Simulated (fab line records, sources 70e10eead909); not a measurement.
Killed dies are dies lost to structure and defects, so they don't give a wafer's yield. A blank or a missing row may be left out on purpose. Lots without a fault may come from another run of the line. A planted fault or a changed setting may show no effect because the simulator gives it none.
Chamber matching | flow nand_harc | NHARC_A_M0_DEP_32 on pecvd-01: 3 sister chambers
The step deposits SiCN, target thk 30 nm. 16 wafers are shown with their chamber, then 8 later ones without.

WAFERS WITH THEIR CHAMBER
wafer  | chamber | heater_power_w (W)
L074.2 | 0       | 525
L074.3 | 2       | 478
L074.4 | 0       | 510
L076.1 | 0       | 525
L076.3 | 1       | 478
L076.6 | 0       | 532
L079.1 | 1       | 453
L079.4 | 2       | 577
L079.5 | 1       | 449
L082.1 | 0       | 499
L082.2 | 1       | 505
L082.6 | 1       | 517
L085.2 | 2       | 559
L085.3 | 1       | 459
L085.4 | 2       | 586
L086.3 | 2       | 490

SIGNATURES (means of the wafers above)
reading        | chamber 0 | chamber 1 | chamber 2 | scatter within a chamber
heater_power_w | 518.20    | 476.83    | 538.00    | 33.9
Rule: a wafer's distance from a chamber is the root of the sum, over the readings, of the square of ((its reading less the chamber's mean) divided by the reading's scatter). The wafer belongs to the nearest chamber; if the next one is less than 2 further off, it can't be placed. The scatter: the root of (the sum of the squares of (reading less its chamber's mean) over the shown wafers, divided by (wafers less chambers)).

WAFERS WITHOUT THEIR CHAMBER
wafer  | heater_power_w (W)
L086.4 | 485
L086.6 | 498
L094.1 | 476
L094.3 | 482
L094.5 | 589
L096.1 | 594
L096.3 | 519
L096.5 | 419

WHICH CHAMBER EACH WENT THROUGH
wafer  | from the rows above          | in truth
L086.4 | can't be placed: 1 or 0 or 2 | 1
L086.6 | can't be placed: 0 or 1 or 2 | 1
L094.1 | can't be placed: 1 or 0 or 2 | 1
L094.3 | can't be placed: 1 or 0 or 2 | 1
L094.5 | can't be placed: 2 or 0 or 1 | 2
L096.1 | can't be placed: 2 or 0 or 1 | 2
L096.3 | can't be placed: 0 or 2 or 1 | 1
L096.5 | can't be placed: 1 or 0 or 2 | 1
Placed correctly: 0 of 8. Can't be placed from these rows: 8 (the true chamber is among the candidates in 8). Placed wrongly: 0.
